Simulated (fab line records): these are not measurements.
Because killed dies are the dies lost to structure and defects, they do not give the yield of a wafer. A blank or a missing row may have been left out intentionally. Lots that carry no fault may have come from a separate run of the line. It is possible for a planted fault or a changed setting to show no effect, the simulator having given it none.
Chamber matching | flow n5_finfet | 3 sister chambers for N5_BEOL_M8_PECVD_70 on pecvd-04
The step deposits SiO2 from TEOS/O2, target thk 20 nm, time 22.7 s. 6 wafers are shown with their chamber, then 10 later ones without.

== WAFERS, EACH WITH ITS CHAMBER ==
wafer  | chamber | throttle_valve_pct (%) | showerhead_plenum_p_Torr (Torr)
L083.2 | 2       | 21.3                   | 8.85
L084.3 | 0       | 21.0                   | 8.77
L084.4 | 0       | 21.2                   | 8.77
L084.6 | 1       | 23.9                   | 8.73
L091.1 | 2       | 21.4                   | 8.88
L091.4 | 1       | 23.9                   | 8.71

== WAFERS WITH NO CHAMBER GIVEN ==
wafer  | throttle_valve_pct (%) | showerhead_plenum_p_Torr (Torr)
L091.6 | 21.2                   | 8.78
L088.3 | 21.5                   | 8.87
L088.5 | 21.3                   | 8.88
L088.6 | 24.1                   | 8.71
L092.2 | 24.0                   | 8.73
L092.3 | 21.3                   | 8.86
L092.6 | 24.4                   | 8.72
L096.3 | 24.3                   | 8.70
L096.4 | 21.5                   | 8.78
L096.5 | 21.3                   | 8.80

== THE CHAMBER EACH PASSED THROUGH ==
wafer  | from the rows above     | in truth
L091.6 | 0                       | 0
L088.3 | 2                       | 2
L088.5 | 2                       | 2
L088.6 | 1                       | 1
L092.2 | 1                       | 1
L092.3 | 2                       | 2
L092.6 | 1                       | 1
L096.3 | 1                       | 1
L096.4 | can't be placed: 0 or 2 | 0
L096.5 | can't be placed: 0 or 2 | 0
Placed correctly: 8 of 10. Can't be placed from these rows: 2 (the true chamber is among the candidates in 2). Placed wrongly: 0.
How it was worked out, from the rows above alone: a wafer's distance from a chamber is the root of the sum, over the readings, of the square of ((its reading less the chamber's mean) divided by the reading's scatter). If the next closest chamber is less than 2 further off than the closest, the wafer can't be placed; otherwise it belongs to the closest. For every chamber, the mean is computed from those of its wafers that are shown. How the scatter is found: for the shown wafers, subtract from each reading the mean of its chamber, square and add these, divide the total by (wafers less chambers), then take the root.
